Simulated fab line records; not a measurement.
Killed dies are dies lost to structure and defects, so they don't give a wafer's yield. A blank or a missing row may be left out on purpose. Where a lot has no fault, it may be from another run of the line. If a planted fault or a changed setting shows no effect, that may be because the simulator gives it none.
Chamber matching || flow n5 finfet || rie diel-04 running N5_MOL_CONTACT_COAG_DESCUM_88: 4 sister chambers
The step chemistry O2, time 7 s. 16 wafers are shown with their chamber, then 8 later ones without.

WAFERS WITH THEIR CHAMBER
{"wafer": "L075.2", "chamber": 2, "showerhead plenum p Torr (Torr)": 2.20, "throttle valve pct (%)": 20.6, "drypump motor current A (A)": 5.8}
{"wafer": "L075.4", "chamber": 1, "showerhead plenum p Torr (Torr)": 2.01, "throttle valve pct (%)": 20.1, "drypump motor current A (A)": 5.2}
{"wafer": "L075.6", "chamber": 0, "showerhead plenum p Torr (Torr)": 2.00, "throttle valve pct (%)": 20.4, "drypump motor current A (A)": 5.6}
{"wafer": "L078.1", "chamber": 1, "showerhead plenum p Torr (Torr)": 2.01, "throttle valve pct (%)": 20.0, "drypump motor current A (A)": 5.2}
{"wafer": "L078.5", "chamber": 3, "showerhead plenum p Torr (Torr)": 2.05, "throttle valve pct (%)": 19.9, "drypump motor current A (A)": 5.3}
{"wafer": "L078.6", "chamber": 2, "showerhead plenum p Torr (Torr)": 2.19, "throttle valve pct (%)": 20.7, "drypump motor current A (A)": 5.8}
{"wafer": "L080.1", "chamber": 3, "showerhead plenum p Torr (Torr)": 2.05, "throttle valve pct (%)": 19.9, "drypump motor current A (A)": 5.4}
{"wafer": "L080.3", "chamber": 1, "showerhead plenum p Torr (Torr)": 2.01, "throttle valve pct (%)": 20.1, "drypump motor current A (A)": 5.2}
{"wafer": "L080.6", "chamber": 0, "showerhead plenum p Torr (Torr)": 2.00, "throttle valve pct (%)": 20.4, "drypump motor current A (A)": 5.6}
{"wafer": "L081.1", "chamber": 2, "showerhead plenum p Torr (Torr)": 2.19, "throttle valve pct (%)": 20.7, "drypump motor current A (A)": 5.8}
{"wafer": "L081.2", "chamber": 1, "showerhead plenum p Torr (Torr)": 2.01, "throttle valve pct (%)": 20.1, "drypump motor current A (A)": 5.2}
{"wafer": "L081.5", "chamber": 1, "showerhead plenum p Torr (Torr)": 2.01, "throttle valve pct (%)": 20.1, "drypump motor current A (A)": 5.2}
{"wafer": "L086.2", "chamber": 0, "showerhead plenum p Torr (Torr)": 2.00, "throttle valve pct (%)": 20.4, "drypump motor current A (A)": 5.6}
{"wafer": "L086.3", "chamber": 2, "showerhead plenum p Torr (Torr)": 2.19, "throttle valve pct (%)": 20.7, "drypump motor current A (A)": 5.7}
{"wafer": "L086.5", "chamber": 3, "showerhead plenum p Torr (Torr)": 2.04, "throttle valve pct (%)": 19.9, "drypump motor current A (A)": 5.3}
{"wafer": "L087.1", "chamber": 0, "showerhead plenum p Torr (Torr)": 2.00, "throttle valve pct (%)": 20.4, "drypump motor current A (A)": 5.6}

SIGNATURES (averages over the wafers above)
{"reading": "showerhead plenum p Torr", "chamber 0": 2.0000, "chamber 1": 2.0100, "chamber 2": 2.1925, "chamber 3": 2.0467, "scatter within a chamber": 0.00344}
{"reading": "throttle valve pct", "chamber 0": 20.400, "chamber 1": 20.080, "chamber 2": 20.675, "chamber 3": 19.900, "scatter within a chamber": 0.0359}
{"reading": "drypump motor current A", "chamber 0": 5.600, "chamber 1": 5.200, "chamber 2": 5.775, "chamber 3": 5.333, "scatter within a chamber": 0.0344}
Rule: a wafer lies at a distance from a chamber equal to the root of the sum of squares, over the readings, of (its reading less the chamber's mean, divided by the reading's scatter). If the next closest chamber is less than 2 further off than the closest, the wafer can't be placed; otherwise it belongs to the closest. How the scatter is found: for the shown wafers, subtract from each reading the mean of its chamber, square and add these, divide the total by (wafers less chambers), then take the root.

WAFERS WHOSE CHAMBER IS MISSING
{"wafer": "L087.4", "showerhead plenum p Torr (Torr)": 2.19, "throttle valve pct (%)": 20.7, "drypump motor current A (A)": 5.8}
{"wafer": "L087.5", "showerhead plenum p Torr (Torr)": 2.19, "throttle valve pct (%)": 20.7, "drypump motor current A (A)": 5.8}
{"wafer": "L094.2", "showerhead plenum p Torr (Torr)": 2.18, "throttle valve pct (%)": 20.7, "drypump motor current A (A)": 5.8}
{"wafer": "L094.4", "showerhead plenum p Torr (Torr)": 2.26, "throttle valve pct (%)": 20.1, "drypump motor current A (A)": 5.6}
{"wafer": "L094.5", "showerhead plenum p Torr (Torr)": 2.26, "throttle valve pct (%)": 20.1, "drypump motor current A (A)": 5.6}
{"wafer": "L095.3", "showerhead plenum p Torr (Torr)": 2.00, "throttle valve pct (%)": 20.1, "drypump motor current A (A)": 5.2}
{"wafer": "L095.5", "showerhead plenum p Torr (Torr)": 2.03, "throttle valve pct (%)": 19.9, "drypump motor current A (A)": 5.4}
{"wafer": "L095.6", "showerhead plenum p Torr (Torr)": 2.26, "throttle valve pct (%)": 20.1, "drypump motor current A (A)": 5.6}

EACH ONE'S CHAMBER
{"wafer": "L087.4", "from the rows above": 2, "in truth": 2}
{"wafer": "L087.5", "from the rows above": 2, "in truth": 2}
{"wafer": "L094.2", "from the rows above": 2, "in truth": 2}
{"wafer": "L094.4", "from the rows above": 2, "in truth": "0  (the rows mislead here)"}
{"wafer": "L094.5", "from the rows above": 2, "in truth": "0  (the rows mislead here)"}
{"wafer": "L095.3", "from the rows above": 1, "in truth": 1}
{"wafer": "L095.5", "from the rows above": 3, "in truth": 3}
{"wafer": "L095.6", "from the rows above": 2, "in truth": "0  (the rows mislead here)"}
Placed correctly: 5 of 8. Left unplaced by these rows: 0. Wrongly placed: 3.
